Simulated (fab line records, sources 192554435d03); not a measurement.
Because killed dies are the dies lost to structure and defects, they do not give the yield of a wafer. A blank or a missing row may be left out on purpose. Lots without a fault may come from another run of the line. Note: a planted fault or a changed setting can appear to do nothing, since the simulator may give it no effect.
Matching of chambers + flow n5-finfet + 4 sister chambers for N5_FIN_CUT_ETCH_21 on rie-diel-02
The step etches SOC in N2/H2, target depth 219 nm, overetch 43.8 nm, time 523.5 s. 14 wafers are shown with their chamber, then 7 later ones without.

## WAFERS, EACH WITH ITS CHAMBER
| wafer  | chamber | drypump-motor-current-A (A) | showerhead-plenum-p-Torr (Torr) | throttle-valve-pct (%) |
|--------|---------|-----------------------------|---------------------------------|------------------------|
| L385.1 | 3       | 6.5                         | 2.48                            | 18.00                  |
| L385.2 | 0       | 6.5                         | 2.57                            | 18.02                  |
| L385.6 | 3       | 6.6                         | 2.48                            | 17.99                  |
| L390.1 | 2       | 5.9                         | 2.54                            | 17.81                  |
| L390.3 | 3       | 6.5                         | 2.47                            | 18.01                  |
| L390.4 | 2       | 5.9                         | 2.54                            | 17.84                  |
| L391.3 | 2       | 5.9                         | 2.54                            | 17.83                  |
| L391.4 | 2       | 5.9                         | 2.54                            | 17.80                  |
| L391.5 | 3       | 6.5                         | 2.47                            | 18.02                  |
| L392.4 | 0       | 6.5                         | 2.56                            | 18.02                  |
| L392.5 | 2       | 5.9                         | 2.53                            | 17.82                  |
| L392.6 | 1       | 5.7                         | 2.65                            | 17.82                  |
| L393.1 | 0       | 6.5                         | 2.56                            | 18.04                  |
| L393.2 | 1       | 5.7                         | 2.65                            | 17.81                  |

SIGNATURES (means of the wafers above)
| reading                  | chamber 0 | chamber 1 | chamber 2 | chamber 3 | scatter within a chamber |
|--------------------------|-----------|-----------|-----------|-----------|--------------------------|
| drypump-motor-current-A  | 6.500     | 5.700     | 5.900     | 6.525     | 0.0274                   |
| showerhead-plenum-p-Torr | 2.5633    | 2.6500    | 2.5380    | 2.4750    | 0.00497                  |
| throttle-valve-pct       | 18.0267   | 17.8150   | 17.8200   | 18.0050   | 0.0135                   |
Rule: distance of a wafer from a chamber = root of the sum over the readings of ((wafer's reading minus chamber's mean) / reading's scatter) squared. The wafer belongs to the nearest chamber; if the next one is less than 2 further off, it can't be placed. The scatter: the root of (the sum of the squares of (reading less its chamber's mean) over the shown wafers, divided by (wafers less chambers)).

## WAFERS MISSING THEIR CHAMBER
| wafer  | drypump-motor-current-A (A) | showerhead-plenum-p-Torr (Torr) | throttle-valve-pct (%) |
|--------|-----------------------------|---------------------------------|------------------------|
| L393.4 | 5.9                         | 2.53                            | 17.84                  |
| L395.4 | 6.6                         | 2.56                            | 18.05                  |
| L395.5 | 6.6                         | 2.47                            | 18.05                  |
| L395.6 | 6.5                         | 2.56                            | 18.05                  |
| L405.2 | 5.9                         | 2.52                            | 17.88                  |
| L405.3 | 5.7                         | 2.64                            | 17.86                  |
| L405.4 | 6.5                         | 2.46                            | 18.09                  |

## CHAMBER TAKEN BY EACH
| wafer  | from the rows above | in truth |
|--------|---------------------|----------|
| L393.4 | 2                   | 2        |
| L395.4 | 0                   | 0        |
| L395.5 | 3                   | 3        |
| L395.6 | 0                   | 0        |
| L405.2 | 2                   | 2        |
| L405.3 | 1                   | 1        |
| L405.4 | 3                   | 3        |
Correctly placed: 7 of 7. Left unplaced by these rows: 0. 0 placed wrongly.
